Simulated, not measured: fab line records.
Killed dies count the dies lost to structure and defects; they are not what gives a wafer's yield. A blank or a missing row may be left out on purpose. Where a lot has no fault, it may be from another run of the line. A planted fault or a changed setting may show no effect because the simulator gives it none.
Which tool was responsible?	flow n5-finfet	8 lots, 24 wafers sampled, at 7 steps of a route of 1938

## WHAT THE GAUGES SHOWED, per wafer
N5_BEOL_M4_RC_MEAS_101. Usual: DIBL_N 36.4 mV/V, standard deviation 2; DIBL_P 36.1 mV/V, standard deviation 2.5; IOFF_N 0.16 nA/um, standard deviation 0.037; IOFF_P 0.20 nA/um, standard deviation 0.038; ION_N 670 uA/um, standard deviation 13; ION_P 459 uA/um, standard deviation 8.3; SS_N 71.6 mV/dec, standard deviation 0.69; SS_P 73.3 mV/dec, standard deviation 0.72; VT_N 250 mV, standard deviation 3.4; VT_P -251 mV, standard deviation 3.1.
lot	measured	on	DIBL_N (mV/V)	DIBL_P (mV/V)	IOFF_N (nA/um)	IOFF_P (nA/um)	ION_N (uA/um)	ION_P (uA/um)	SS_N (mV/dec)	SS_P (mV/dec)	VT_N (mV)	VT_P (mV)	flag
L808	day 7 17:26	prober-02	39.2 33.8 36.4	38.6 32.0 34.3	0.21 0.11 0.15	0.27 0.17 0.18	693 647 690	473 453 470	71.8 70.6 71.7	73.5 72.3 72.8	244 255 250	-246 -253 -251	
L815	day 9 08:49	prober-01	39.1 37.8 33.6	39.1 37.3 33.6	0.22 0.18 0.12	0.26 0.23 0.18	677 688 665	466 466 458	72.4 71.4 70.8	74.1 74.0 73.1	244 250 250	-248 -249 -251	
L814	day 9 11:25	prober-01	36.3 33.8 38.1	35.4 32.8 38.9	0.17 0.13 0.24	0.21 0.16 0.27	660 655 694	449 454 462	72.2 71.0 71.6	73.8 72.8 74.5	251 255 244	-250 -252 -245	
L819	day 10 15:40	prober-01	33.7 37.2 32.1	33.7 38.4 33.1	0.13 0.19 0.12	0.16 0.22 0.15	653 676 669	448 457 455	72.3 72.1 70.9	72.8 73.9 72.4	253 248 254	-254 -250 -255	
L823	day 11 10:58	prober-02	39.1 34.5 38.9	39.9 33.9 38.1	0.23 0.13 0.21	0.28 0.17 0.23	689 662 670	468 451 459	72.3 71.2 72.5	74.1 72.6 73.4	244 250 247	-245 -253 -250	
L829	day 13 12:19	prober-02	35.4 37.1 35.8	36.3 36.9 36.5	0.14 0.15 0.14	0.18 0.18 0.18	678 657 663	464 441 458	70.8 71.9 71.3	73.9 73.3 73.5	252 253 250	-254 -256 -256	
L830	day 13 16:30	prober-01	36.7 37.6 35.3	36.9 36.4 34.9	0.18 0.17 0.13	0.19 0.18 0.17	676 668 651	455 445 452	71.4 71.6 70.8	74.0 73.9 72.3	246 247 251	-254 -255 -256	
L831	day 14 01:40	prober-01	36.2 37.2 38.3	36.3 37.4 38.5	0.15 0.18 0.20	0.22 0.22 0.26	688 674 703	473 459 484	71.5 72.4 71.7	73.5 74.0 73.7	248 249 243	-250 -252 -248	

N5_BEOL_M15_CD_MEAS_17: the cd target is 360 nm. Usual: 362 nm for cd-nm, sd 3.
lot	measured	on	cd-nm (nm)	flag
L808	day 11 01:13	cd-sem-03	357 368 363	
L815	day 12 17:26	cd-sem-03	364 365 356	
L814	day 13 08:07	cd-sem-02	362 361 364	
L819	day 14 21:14	cd-sem-03	364 367 365	
L823	day 15 06:30	cd-sem-03	358 359 356	
L829	day 17 02:16	cd-sem-01	364 365 364	
L830	day 17 06:43	cd-sem-02	357 362 365	
L831	day 17 14:38	cd-sem-02	366 358 365	

N5_BEOL_M15_THK_MEAS_50: measures by xrf. Usual: M15_THK gives 833 nm (standard deviation 19).
lot	measured	on	M15_THK (nm)	flag
L808	day 11 07:52	film-metro-01	826 824 842	
L815	day 13 00:07	film-metro-02	846 845 860	
L814	day 13 11:05	film-metro-02	811 813 816	
L819	day 15 02:37	film-metro-02	- - -	OFF
L823	day 15 13:23	film-metro-02	- - -	OFF
L829	day 17 07:01	film-metro-02	824 810 822	
L830	day 17 18:17	film-metro-02	832 864 858	
L831	day 17 19:25	film-metro-02	824 825 808	

N5_BEOL_M15_RS_MEAS_54: the measuring method here is four-point-probe. Usual: M15_RS gives 0.0216 ohm/sq (standard deviation 0.0005).
lot	measured	on	M15_RS (ohm/sq)	flag
L808	day 11 08:00	film-metro-02	0.0216 0.0216 0.0213	
L815	day 13 00:14	film-metro-01	0.0214 0.0215 0.0210	
L814	day 13 11:13	film-metro-01	0.0222 0.0222 0.0221	
L819	day 15 02:45	film-metro-01	32.789 30.933 32.509	OFF
L823	day 15 13:31	film-metro-02	33.126 32.832 31.821	OFF
L829	day 17 07:10	film-metro-02	0.0216 0.0220 0.0216	
L830	day 17 18:25	film-metro-02	0.0215 0.0206 0.0207	
L831	day 17 19:34	film-metro-01	0.0218 0.0217 0.0220	

## TOOL THAT RAN EACH LOT (tool first, then ch and the chambers of the sampled wafers, then the start)
lot	N5_BEOL_M15_STRIP_64	N5_BEOL_M15_TRENCH_ETCH_34	N5_BEOL_M15_SPUTTER_45
L808	rie-diel-06 ch 0,2,3, day 11 01:13 or earlier	rie-diel-06 ch 0,1, day 11 02:16	pvd-sputter-03, day 11 06:55
L815	rie-diel-01 ch 2,3, day 12 17:26 or earlier	rie-diel-06 ch 0,2,3, day 12 18:29	pvd-sputter-03, day 12 22:23
L814	rie-diel-01 ch 2,3, day 13 08:07 or earlier	rie-diel-03 ch 0,1,2, day 13 09:18	pvd-sputter-02, day 13 10:07
L819	rie-diel-01 ch 1,2,3, day 14 21:14 or earlier	rie-diel-06 ch 0,3, day 14 22:24	pvd-sputter-03, day 15 01:42
L823	rie-diel-03 ch 1,2,3, day 15 06:30 or earlier	rie-diel-06 ch 0,1,2, day 15 07:41	pvd-sputter-03, day 15 12:26
L829	rie-diel-03 ch 2,3, day 17 02:16 or earlier	rie-diel-01 ch 0,3, day 17 03:27	pvd-sputter-02, day 17 06:04
L830	rie-diel-06 ch 1,2, day 17 06:43 or earlier	rie-diel-03 ch 1,3, day 17 08:01	pvd-sputter-01, day 17 16:56
L831	rie-diel-03 ch 0,1,2, day 17 14:38 or earlier	rie-diel-01 ch 0,1,3, day 17 15:55	pvd-sputter-02, day 17 18:00
- N5_BEOL_M15_STRIP_64: strips in O2.
- N5_BEOL_M15_TRENCH_ETCH_34: etches SiO2 in C4F8/O2/Ar, target depth 872.93 nm, time 199 s.
- N5_BEOL_M15_SPUTTER_45: material Cu, target thk 100 nm, time 16.67 s.

## AS READ BY THE TOOLS THEMSELVES (means over the sampled wafers that have a number; for cases with no such wafer, the mark the record gives instead)
N5_BEOL_M15_STRIP_64. Usual: drypump-motor-current-A 5.8 A, standard deviation 0.44; oes-product-au 0.79 a.u., standard deviation 0.099; rf-vpp-V 3.7 V, standard deviation 0.49; showerhead-plenum-p-Torr 2.08 Torr, standard deviation 0.087; throttle-valve-pct 16.72 %, standard deviation 0.29.
lot	tool	drypump-motor-current-A (A)	oes-product-au (a.u.)	rf-vpp-V (V)	showerhead-plenum-p-Torr (Torr)	throttle-valve-pct (%)	flag
L808	rie-diel-06	6.0	0.83	3.8	1.99	16.54	
L815	rie-diel-01	5.4	0.71	3.7	2.16	17.02	
L814	rie-diel-01	5.4	0.71	3.7	2.15	17.02	
L819	rie-diel-01	5.4	0.76	3.9	2.12	16.88	
L823	rie-diel-03	6.3	0.69	3.9	2.03	16.75	
L829	rie-diel-03	5.9	0.81	3.4	2.02	16.33	
L830	rie-diel-06	6.2	0.84	3.4	2.13	16.65	
L831	rie-diel-03	6.2	0.88	4.0	2.17	16.73	

N5_BEOL_M15_TRENCH_ETCH_34. Usual: bias-w is 2039 W with standard deviation 6.3, drypump-motor-current-A is 5.9 A with standard deviation 0.46, he-outer-torr is 30.00 Torr with standard deviation 0.054, oes-product-au is 0.78 a.u. with standard deviation 0.093, rf-vpp-V is 2214 V with standard deviation 58, showerhead-plenum-p-Torr is 3.43 Torr with standard deviation 0.13, and throttle-valve-pct is 31.03 % with standard deviation 0.27.
lot	tool	bias-w (W)	drypump-motor-current-A (A)	he-outer-torr (Torr)	oes-product-au (a.u.)	rf-vpp-V (V)	showerhead-plenum-p-Torr (Torr)	throttle-valve-pct (%)	flag
L808	rie-diel-06	2040	6.5	30.05	0.82	2212	3.52	30.82	
L815	rie-diel-06	2044	6.0	29.93	0.80	2167	3.29	30.90	
L814	rie-diel-03	2036	6.2	29.93	0.68	2270	3.44	31.20	
L819	rie-diel-06	2040	6.3	29.96	0.73	2137	3.24	30.69	
L823	rie-diel-06	2046	6.2	30.02	0.81	2206	3.42	31.02	
L829	rie-diel-01	2043	5.5	29.98	0.83	2180	3.40	31.19	
L830	rie-diel-03	2038	6.5	30.00	0.92	2218	3.55	30.90	
L831	rie-diel-01	2040	5.5	29.96	0.81	2190	3.43	31.19	

N5_BEOL_M15_SPUTTER_45. Usual: bias-v 60.0 V, standard deviation 0.51; cathode-dc-power-W 26000 W, standard deviation 5.1; substrate-temp-c -19.99 C, standard deviation 0.097; throttle-valve-pct 30.6 %, standard deviation 1.1.
lot	tool	bias-v (V)	cathode-dc-power-W (W)	substrate-temp-c (C)	throttle-valve-pct (%)	flag
L808	pvd-sputter-03	60.6	25998	-20.04	31.6	
L815	pvd-sputter-03	59.3	26001	-19.92	31.3	
L814	pvd-sputter-02	60.4	26001	-19.95	30.6	
L819	pvd-sputter-03	-	-	-	-	OFF
L823	pvd-sputter-03	-	-	-	-	OFF
L829	pvd-sputter-02	60.1	26000	-20.00	30.3	
L830	pvd-sputter-01	59.8	25999	-19.96	28.5	
L831	pvd-sputter-02	60.4	26006	-19.96	29.7	

## THE ANSWER, worked out from the rows above alone
Rule: lot off if the mean of its wafers having a number is beyond 3 standard deviations from the usual mean. A lot without any number at a reading at which 4 lots or more have one is off too. Any other lot the step has rows for is counted as sound. Order of review: gauges by route order, followed by the tools' own readings, for which a lot's mean as printed above is used. The first step at which some lot is off is used, and at that step the reading that is off furthest; a lot without a number counts as furthest.
Off: L819, L823, at N5_BEOL_M15_THK_MEAS_50 (M15_THK). Without a number there: L819, L823.
If a tool, at a process step before that reading, ran all the lots that are off and no sound lot after the first of them, it fits. Not tried: the gauges at N5_BEOL_M15_THK_MEAS_50; whatever is off there is also off at N5_BEOL_M15_SPUTTER_45, on other tools, and gauge error can't account for it. Because N5_BEOL_M15_STRIP_64 lacks a start for some lots, the hours and order of its lots are taken from N5_BEOL_M15_CD_MEAS_17. Can't be told from this: 2 tools fit, rie-diel-06 at N5_BEOL_M15_TRENCH_ETCH_34, pvd-sputter-03 at N5_BEOL_M15_SPUTTER_45.

## WHAT WAS PUT IN BY THE SIMULATOR
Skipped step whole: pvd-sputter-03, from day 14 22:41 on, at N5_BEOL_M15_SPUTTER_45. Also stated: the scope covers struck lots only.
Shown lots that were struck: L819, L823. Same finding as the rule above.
